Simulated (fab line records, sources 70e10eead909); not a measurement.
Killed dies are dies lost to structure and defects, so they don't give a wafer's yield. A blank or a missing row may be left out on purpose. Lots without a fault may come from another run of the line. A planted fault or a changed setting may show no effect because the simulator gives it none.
Which tool did it? | flow nand_harc | 13 lots, 39 wafers sampled, at 6 steps of a route of 1302

WHAT THE GAUGES READ, wafer by wafer
NHARC_P_M0_INSPECT_27. Usual: raw_defect_count 306, standard deviation 130.
lot  | measured     | on                | raw_defect_count | flag
L508 | day 7 04:06  | defect_inspect-02 | 197 162 183      |
L509 | day 7 10:40  | defect_inspect-01 | 340 230 287      |
L510 | day 7 23:07  | defect_inspect-01 | 341 245 291      |
L511 | day 8 10:03  | defect_inspect-01 | 425 478 459      |
L512 | day 8 12:13  | defect_inspect-01 | 225 181 248      |
L514 | day 9 11:30  | defect_inspect-02 | 238 94 215       |
L515 | day 10 00:34 | defect_inspect-02 | 446 409 162      |
L519 | day 11 13:47 | defect_inspect-01 | 157 204 253      |
L520 | day 12 12:31 | defect_inspect-01 | 207 328 350      |
L522 | day 13 06:12 | defect_inspect-02 | 634 339 631      |
L523 | day 13 12:38 | defect_inspect-02 | 546 665 327      |
L524 | day 13 13:19 | defect_inspect-02 | 305 580 454      |
L529 | day 15 22:29 | defect_inspect-01 | 180 179 326      |

NHARC_P_M1_CD_MEAS_09: target cd 130 nm. Usual: cd_nm 129.6 nm, standard deviation 1.3.
lot  | measured     | on        | cd_nm (nm)        | flag
L508 | day 7 05:30  | cd_sem-02 | 127.9 128.9 127.8 |
L509 | day 7 12:04  | cd_sem-03 | 129.0 127.3 128.2 |
L510 | day 8 00:31  | cd_sem-03 | 130.1 131.3 130.9 |
L511 | day 8 11:35  | cd_sem-03 | 129.8 129.8 129.7 |
L512 | day 8 13:47  | cd_sem-03 | 130.0 130.8 129.1 |
L514 | day 9 12:55  | cd_sem-03 | 128.5 128.9 127.9 |
L515 | day 10 01:58 | cd_sem-02 | 126.9 128.1 129.3 |
L519 | day 11 15:21 | cd_sem-03 | 129.7 130.9 130.4 |
L520 | day 12 13:55 | cd_sem-02 | 144.8 144.1 146.4 | OFF
L522 | day 13 07:35 | cd_sem-03 | 144.2 144.1 143.8 | OFF
L523 | day 13 13:55 | cd_sem-02 | 128.9 128.5 129.3 |
L524 | day 13 14:43 | cd_sem-01 | 131.1 129.6 130.6 |
L529 | day 15 23:52 | cd_sem-01 | 130.6 131.6 129.7 |

NHARC_END_SORT_01. Usual: defect_limited_yield 89.9 %, standard deviation 2.9; killed_at_array 64, standard deviation 20; killed_at_other 0.7, standard deviation 1.1; killed_at_periphery 3.6, standard deviation 2.7; killed_dies 68, standard deviation 20; killed_open 2.8, standard deviation 1.9; killed_short 2.3, standard deviation 1.5.
lot  | measured     | on        | defect_limited_yield (%) | killed_at_array | killed_at_other | killed_at_periphery | killed_dies | killed_open | killed_short | flag
L520 | day 31 13:51 | prober-02 | 87.7                     | 83              | 0               | 0                   | 83          | 2           | 6            |

WHICH TOOL RAN EACH LOT (tool, then ch and the chambers of the sampled wafers, then the start)
lot  | NHARC_P_M0_PRE_CLEAN_29                 | NHARC_P_M0_DEP_32               | NHARC_P_M1_PEB_07
L508 | pvd_sputter-03, day 7 04:06 or earlier  | pecvd-02 ch 0,2, day 7 04:15    | litho_track-06 ch 0, day 7 05:25
L509 | pvd_sputter-01, day 7 10:40 or earlier  | pecvd-01 ch 0,1, day 7 10:49    | litho_track-06 ch 0, day 7 11:59
L510 | pvd_sputter-03, day 7 23:07 or earlier  | pecvd-01 ch 0,1,2, day 7 23:21  | litho_track-01 ch 0, day 8 00:26
L511 | pvd_sputter-02, day 8 10:03 or earlier  | pecvd-04 ch 0,1, day 8 10:11    | litho_track-04 ch 0, day 8 11:30
L512 | pvd_sputter-01, day 8 12:13 or earlier  | pecvd-01 ch 0,1, day 8 12:28    | litho_track-04 ch 0, day 8 13:42
L514 | pvd_sputter-03, day 9 11:30 or earlier  | pecvd-01 ch 1,2, day 9 11:39    | litho_track-06 ch 0, day 9 12:50
L515 | pvd_sputter-02, day 10 00:34 or earlier | pecvd-02 ch 0,1,2, day 10 00:46 | litho_track-06 ch 0, day 10 01:53
L519 | pvd_sputter-03, day 11 13:47 or earlier | pecvd-01 ch 0,2, day 11 13:59   | litho_track-01 ch 0, day 11 15:16
L520 | pvd_sputter-02, day 12 12:31 or earlier | pecvd-01 ch 0,2, day 12 12:40   | litho_track-06 ch 0, day 12 13:50
L522 | pvd_sputter-02, day 13 06:12 or earlier | pecvd-04 ch 0,1, day 13 06:23   | litho_track-06 ch 0, day 13 07:31
L523 | pvd_sputter-01, day 13 12:38 or earlier | pecvd-01 ch 0,1,2, day 13 12:55 | litho_track-04 ch 0, day 13 13:50
L524 | pvd_sputter-02, day 13 13:19 or earlier | pecvd-01 ch 0,1,2, day 13 13:35 | litho_track-01 ch 0, day 13 14:38
L529 | pvd_sputter-02, day 15 22:29 or earlier | pecvd-01 ch 0,1,2, day 15 22:40 | litho_track-01 ch 0, day 15 23:47
- NHARC_P_M0_PRE_CLEAN_29: time 30 s.
- NHARC_P_M0_DEP_32: deposits SiCN, target thk 30 nm.
- NHARC_P_M1_PEB_07: peb time 65 s.

WHAT THE TOOLS THEMSELVES READ (means of the sampled wafers that have a number; where no wafer has one, the mark that the record gives instead)
NHARC_P_M0_PRE_CLEAN_29. Usual: heater_power_w 415 W, standard deviation 42.
lot  | tool           | heater_power_w (W) | flag
L508 | pvd_sputter-03 | 412                |
L509 | pvd_sputter-01 | 402                |
L510 | pvd_sputter-03 | 440                |
L511 | pvd_sputter-02 | 417                |
L512 | pvd_sputter-01 | 349                |
L514 | pvd_sputter-03 | 419                |
L515 | pvd_sputter-02 | 420                |
L519 | pvd_sputter-03 | 420                |
L520 | pvd_sputter-02 | 401                |
L522 | pvd_sputter-02 | 445                |
L523 | pvd_sputter-01 | 376                |
L524 | pvd_sputter-02 | 427                |
L529 | pvd_sputter-02 | 417                |

NHARC_P_M0_DEP_32. Usual: heater_power_w 569 W, standard deviation 94.
lot  | tool     | heater_power_w (W) | flag
L508 | pecvd-02 | 602                |
L509 | pecvd-01 | 464                |
L510 | pecvd-01 | 589                |
L511 | pecvd-04 | 618                |
L512 | pecvd-01 | 515                |
L514 | pecvd-01 | 626                |
L515 | pecvd-02 | 549                |
L519 | pecvd-01 | 583                |
L520 | pecvd-01 | 617                |
L522 | pecvd-04 | 594                |
L523 | pecvd-01 | 576                |
L524 | pecvd-01 | 609                |
L529 | pecvd-01 | 582                |

NHARC_P_M1_PEB_07. Usual: chill_plate_temp_C 23.00 C, standard deviation 0.11; plate_temp_C 100.00 C, standard deviation 0.12.
lot  | tool           | chill_plate_temp_C (C) | plate_temp_C (C) | flag
L508 | litho_track-06 | 23.03                  | 99.87            |
L509 | litho_track-06 | 22.98                  | 99.91            |
L510 | litho_track-01 | 22.97                  | 99.89            |
L511 | litho_track-04 | 23.06                  | 99.82            |
L512 | litho_track-04 | 22.92                  | 99.97            |
L514 | litho_track-06 | 23.09                  | 99.91            |
L515 | litho_track-06 | 23.02                  | 100.00           |
L519 | litho_track-01 | 22.93                  | 99.95            |
L520 | litho_track-06 | 23.13                  | 100.13           |
L522 | litho_track-06 | 22.97                  | 100.09           |
L523 | litho_track-04 | 23.17                  | 99.91            |
L524 | litho_track-01 | 22.97                  | 100.03           |
L529 | litho_track-01 | 23.24                  | 100.11           |

THE ANSWER, worked out from the rows above alone
Rule: a lot is off if the mean of its wafers that have a number lies more than 3 standard deviations from the usual mean. A lot without any number at a reading at which 4 lots or more have one is off too. The other lots that the step has rows for count as sound. The gauges are gone through in route order, then the tools' own readings, and for those a lot's mean is taken as printed above. The first step at which some lot is off is used, and at that step the reading that is off furthest; a lot without a number counts as furthest.
Off: L520, L522, at NHARC_P_M1_CD_MEAS_09 (cd_nm).
A tool fits if, at a process step before that reading, it ran every lot that is off, and no sound lot after the first of them. The gauges at NHARC_P_M1_CD_MEAS_09 are tried like those tools. NHARC_P_M0_PRE_CLEAN_29 gives no start for some lots, so the hours and the order of its lots are those of NHARC_P_M0_INSPECT_27. One fits: litho_track-06 at NHARC_P_M1_PEB_07. Its last sound lot is L515 (day 10 01:53), its first lot that is off L520 (day 12 13:50): a fault that began between those two fits.

WHAT THE SIMULATOR HAD PUT IN
Process parameter drift: litho_track-06, from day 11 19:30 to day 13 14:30, at NHARC_P_M1_PEB_07. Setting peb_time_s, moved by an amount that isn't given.
Lots struck among those shown: L520, L522. The rule above found the same.
